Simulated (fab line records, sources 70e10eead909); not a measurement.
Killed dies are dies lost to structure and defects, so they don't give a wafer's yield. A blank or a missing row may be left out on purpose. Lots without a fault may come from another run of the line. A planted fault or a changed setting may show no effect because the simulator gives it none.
Which tool did it? | flow nand_harc | 13 lots, 39 wafers sampled, at 4 steps of a route of 1159

WHAT THE GAUGES READ, wafer by wafer
The record holds no reading of a measuring or inspecting step that can be judged against a usual standard deviation.

WHICH TOOL RAN EACH LOT (tool, then ch and the chambers of the sampled wafers, then the start)
lot  | NHARC_A_CONTACT_ETCH_88            | NHARC_A_CONTACT_ETCH_30                       | NHARC_A_CONTACT_ETCH_31            | NHARC_A_CONTACT_ETCH_136
L350 | rie_diel-04 ch 0,2, day 17 05:50   | rie_diel-04 ch 0,3, day 17 06:50 or earlier   | rie_diel-04 ch 0,1,3, day 17 06:50 | har_cap_etch-03 ch 0,1, day 17 07:38
L349 | rie_diel-01 ch 0,1,3, day 17 07:01 | rie_diel-01 ch 0,1,3, day 17 07:34 or earlier | rie_diel-01 ch 1,2,3, day 17 07:34 | har_cap_etch-01 ch 0,1, day 17 08:16
L348 | rie_diel-01 ch 0,1,3, day 17 12:25 | rie_diel-01 ch 2,3, day 17 13:34 or earlier   | rie_diel-01 ch 0,1,2, day 17 13:34 | har_cap_etch-01 ch 0,1, day 17 14:14
L351 | rie_diel-01 ch 1,2,3, day 17 16:46 | rie_diel-01 ch 0,1,3, day 17 17:15 or earlier | rie_diel-01 ch 1,2,3, day 17 17:15 | har_cap_etch-03 ch 0,1, day 17 17:58
L353 | rie_diel-03 ch 0,1,2, day 18 20:38 | rie_diel-03 ch 1,2,3, day 18 21:14 or earlier | rie_diel-03 ch 0,1,2, day 18 21:14 | har_cap_etch-01 ch 0,1, day 18 21:53
L355 | rie_diel-01 ch 1,3, day 19 07:50   | rie_diel-01 ch 0,1,2, day 19 08:23 or earlier | rie_diel-01 ch 1,3, day 19 08:23   | har_cap_etch-01 ch 0,1, day 19 09:05
L357 | rie_diel-01 ch 0,1,2, day 19 11:25 | rie_diel-01 ch 0,1,2, day 19 12:01 or earlier | rie_diel-01 ch 0,1,2, day 19 12:01 | har_cap_etch-02 ch 0,1, day 19 12:49
L358 | rie_diel-04 ch 0,1, day 19 13:52   | rie_diel-04 ch 0,3, day 19 15:00 or earlier   | rie_diel-04 ch 0,1, day 19 15:00   | har_cap_etch-01 ch 0, day 19 15:45
L359 | rie_diel-04 ch 1,2,3, day 20 07:22 | rie_diel-04 ch 0,3, day 20 07:54 or earlier   | rie_diel-04 ch 0,1,3, day 20 07:54 | har_cap_etch-02 ch 0,1, day 20 08:35
L365 | rie_diel-01 ch 1,2,3, day 20 19:46 | rie_diel-01 ch 1,2,3, day 20 20:16 or earlier | rie_diel-01 ch 0,1,3, day 20 20:16 | har_cap_etch-01 ch 0,1, day 20 20:59
L364 | rie_diel-01 ch 1,3, day 20 21:52   | rie_diel-01 ch 1,2,3, day 20 22:32 or earlier | rie_diel-01 ch 0,1,2, day 20 22:32 | har_cap_etch-01 ch 0,1, day 20 23:19
L362 | rie_diel-01 ch 1,2,3, day 21 04:52 | rie_diel-01 ch 0,1,3, day 21 05:26 or earlier | rie_diel-01 ch 1,2,3, day 21 05:26 | har_cap_etch-02 ch 0,1, day 21 06:09
L367 | rie_diel-01 ch 0,2,3, day 22 01:55 | rie_diel-01 ch 1,2,3, day 22 02:28 or earlier | rie_diel-01 ch 0,1,3, day 22 02:28 | har_cap_etch-02 ch 0,1, day 22 03:11
- NHARC_A_CONTACT_ETCH_88: etches the open film in CF4, target depth 39 nm, time 65 s.
- NHARC_A_CONTACT_ETCH_30: etches the open film in CF4/CHF3, target depth 60.5 nm, time 30.2 s.
- NHARC_A_CONTACT_ETCH_31: etches the open film in O2/COS, target depth 2000 nm, time 520 s.
- NHARC_A_CONTACT_ETCH_136: etches the open film in C4F8/O2/Ar, time 132 s, target depth 1287 nm.

WHAT THE TOOLS THEMSELVES READ (means of the sampled wafers that have a number; where no wafer has one, the mark that the record gives instead)
NHARC_A_CONTACT_ETCH_88. Usual: drypump_motor_current_A 5.8 A, standard deviation 0.4; oes_product_au 0.999 a.u., standard deviation 0.0086; rf_vpp_V 151.7 V, standard deviation 1.3; run_length_s 86.3 s, standard deviation 0.53; showerhead_plenum_p_Torr 1.79 Torr, standard deviation 0.076; throttle_valve_pct 13.284 %, standard deviation 0.009.
lot  | tool        | drypump_motor_current_A (A) | oes_product_au (a.u.) | rf_vpp_V (V) | run_length_s (s) | showerhead_plenum_p_Torr (Torr) | throttle_valve_pct (%) | flag
L350 | rie_diel-04 | 5.8                         | 1.004                 | 150.4        | 86.2             | 1.74                            | 13.276                 |
L349 | rie_diel-01 | 5.5                         | 1.002                 | 153.1        | 86.5             | 1.83                            | 13.288                 |
L348 | rie_diel-01 | 5.5                         | 1.004                 | 151.3        | 86.5             | 1.83                            | 13.279                 |
L351 | rie_diel-01 | 5.6                         | 1.005                 | 150.5        | 86.3             | 1.78                            | 13.293                 |
L353 | rie_diel-03 | 6.1                         | 1.008                 | 151.3        | 86.8             | 1.77                            | 13.284                 |
L355 | rie_diel-01 | 5.6                         | 0.995                 | 152.6        | 86.5             | 1.83                            | 13.279                 |
L357 | rie_diel-01 | 5.5                         | 0.999                 | 151.6        | 86.1             | 1.76                            | 13.285                 |
L358 | rie_diel-04 | 6.0                         | 1.000                 | 152.6        | 86.6             | 1.82                            | 13.282                 |
L359 | rie_diel-04 | 5.9                         | 0.999                 | 151.6        | 86.8             | 1.79                            | 13.281                 |
L365 | rie_diel-01 | 5.6                         | 0.993                 | 152.0        | 86.2             | 1.77                            | 13.290                 |
L364 | rie_diel-01 | 5.6                         | 0.997                 | 151.8        | 86.1             | 1.83                            | 13.292                 |
L362 | rie_diel-01 | 5.6                         | 0.997                 | 151.0        | 86.0             | 1.77                            | 13.284                 |
L367 | rie_diel-01 | 5.5                         | 0.990                 | 151.3        | 85.7             | 1.76                            | 13.285                 |

NHARC_A_CONTACT_ETCH_30. Usual: drypump_motor_current_A 5.8 A, standard deviation 0.42; oes_product_au 0.926 a.u., standard deviation 0.011; rf_vpp_V 371.0 V, standard deviation 2.6; run_length_s 51.5 s, standard deviation 0.56; showerhead_plenum_p_Torr 1.59 Torr, standard deviation 0.071; throttle_valve_pct 16.802 %, standard deviation 0.0097.
lot  | tool        | drypump_motor_current_A (A) | oes_product_au (a.u.) | rf_vpp_V (V) | run_length_s (s) | showerhead_plenum_p_Torr (Torr) | throttle_valve_pct (%) | flag
L350 | rie_diel-04 | 6.0                         | 0.923                 | 372.4        | 52.0             | 1.63                            | 16.804                 |
L349 | rie_diel-01 | 5.5                         | 0.925                 | 372.0        | 51.5             | 1.63                            | 16.807                 |
L348 | rie_diel-01 | 5.6                         | 0.916                 | 371.1        | 51.1             | 1.59                            | 16.799                 |
L351 | rie_diel-01 | 5.5                         | 0.958                 | 372.3        | 51.4             | 1.63                            | 16.808                 |
L353 | rie_diel-03 | 6.5                         | 0.931                 | 370.1        | 51.8             | 1.55                            | 16.809                 |
L355 | rie_diel-01 | 5.5                         | 0.925                 | 370.7        | 51.2             | 1.57                            | 16.807                 |
L357 | rie_diel-01 | 5.5                         | 0.925                 | 370.7        | 51.4             | 1.57                            | 16.802                 |
L358 | rie_diel-04 | 6.0                         | 0.922                 | 372.1        | 52.3             | 1.62                            | 16.806                 |
L359 | rie_diel-04 | 6.0                         | 0.933                 | 371.7        | 51.7             | 1.60                            | 16.805                 |
L365 | rie_diel-01 | 5.6                         | 0.926                 | 370.6        | 51.5             | 1.58                            | 16.795                 |
L364 | rie_diel-01 | 5.6                         | 0.927                 | 371.5        | 51.4             | 1.58                            | 16.809                 |
L362 | rie_diel-01 | 5.5                         | 0.913                 | 372.2        | 51.2             | 1.62                            | 16.804                 |
L367 | rie_diel-01 | 5.6                         | 0.930                 | 370.5        | 51.2             | 1.58                            | 16.801                 |

NHARC_A_CONTACT_ETCH_31. Usual: drypump_motor_current_A 5.8 A, standard deviation 0.4; oes_product_au 0.999 a.u., standard deviation 0.0085; rf_vpp_V 314.6 V, standard deviation 2.3; run_length_s 541.3 s, standard deviation 0.56; showerhead_plenum_p_Torr 3.16 Torr, standard deviation 0.14; throttle_valve_pct 28.330 %, standard deviation 0.0091.
lot  | tool        | drypump_motor_current_A (A) | oes_product_au (a.u.) | rf_vpp_V (V) | run_length_s (s) | showerhead_plenum_p_Torr (Torr) | throttle_valve_pct (%) | flag
L350 | rie_diel-04 | 6.0                         | 1.000                 | 315.7        | 541.8            | 3.26                            | 28.323                 |
L349 | rie_diel-01 | 5.6                         | 1.000                 | 313.4        | 540.9            | 3.14                            | 28.328                 |
L348 | rie_diel-01 | 5.5                         | 0.997                 | 314.4        | 541.1            | 3.12                            | 28.336                 |
L351 | rie_diel-01 | 5.6                         | 0.998                 | 314.6        | 541.0            | 3.14                            | 28.336                 |
L353 | rie_diel-03 | 6.1                         | 1.006                 | 313.8        | 541.5            | 3.12                            | 28.331                 |
L355 | rie_diel-01 | 5.7                         | 1.003                 | 315.6        | 541.4            | 3.23                            | 28.324                 |
L357 | rie_diel-01 | 5.5                         | 0.994                 | 314.4        | 541.0            | 3.11                            | 28.328                 |
L358 | rie_diel-04 | 6.1                         | 1.007                 | 316.1        | 541.9            | 3.28                            | 28.336                 |
L359 | rie_diel-04 | 6.0                         | 1.005                 | 316.3        | 541.9            | 3.24                            | 28.331                 |
L365 | rie_diel-01 | 5.5                         | 0.988                 | 315.5        | 541.2            | 3.21                            | 28.331                 |
L364 | rie_diel-01 | 5.5                         | 0.981                 | 313.6        | 541.1            | 3.11                            | 28.329                 |
L362 | rie_diel-01 | 5.6                         | 0.993                 | 314.0        | 540.9            | 3.13                            | 28.337                 |
L367 | rie_diel-01 | 5.5                         | 0.998                 | 315.5        | 499.6            | 3.21                            | 28.339                 | OFF

THE ANSWER, worked out from the rows above alone
Rule: a lot is off if the mean of its wafers that have a number lies more than 3 standard deviations from the usual mean. A lot without any number at a reading at which 4 lots or more have one is off too. The other lots that the step has rows for count as sound. The gauges are gone through in route order, then the tools' own readings, and for those a lot's mean is taken as printed above. The first step at which some lot is off is used, and at that step the reading that is off furthest; a lot without a number counts as furthest.
Off: L367, at NHARC_A_CONTACT_ETCH_31 (run_length_s).
A tool fits if, at that step or a process step before it, it ran every lot that is off, and no sound lot after the first of them. NHARC_A_CONTACT_ETCH_30 gives no start for some lots, so the hours and the order of its lots are those of NHARC_A_CONTACT_ETCH_31. One fits: rie_diel-01 at NHARC_A_CONTACT_ETCH_88 and NHARC_A_CONTACT_ETCH_30 and NHARC_A_CONTACT_ETCH_31. At NHARC_A_CONTACT_ETCH_88 its last sound lot is L362 (day 21 04:52), its first lot that is off L367 (day 22 01:55): a fault that began between those two fits.

WHAT THE SIMULATOR HAD PUT IN
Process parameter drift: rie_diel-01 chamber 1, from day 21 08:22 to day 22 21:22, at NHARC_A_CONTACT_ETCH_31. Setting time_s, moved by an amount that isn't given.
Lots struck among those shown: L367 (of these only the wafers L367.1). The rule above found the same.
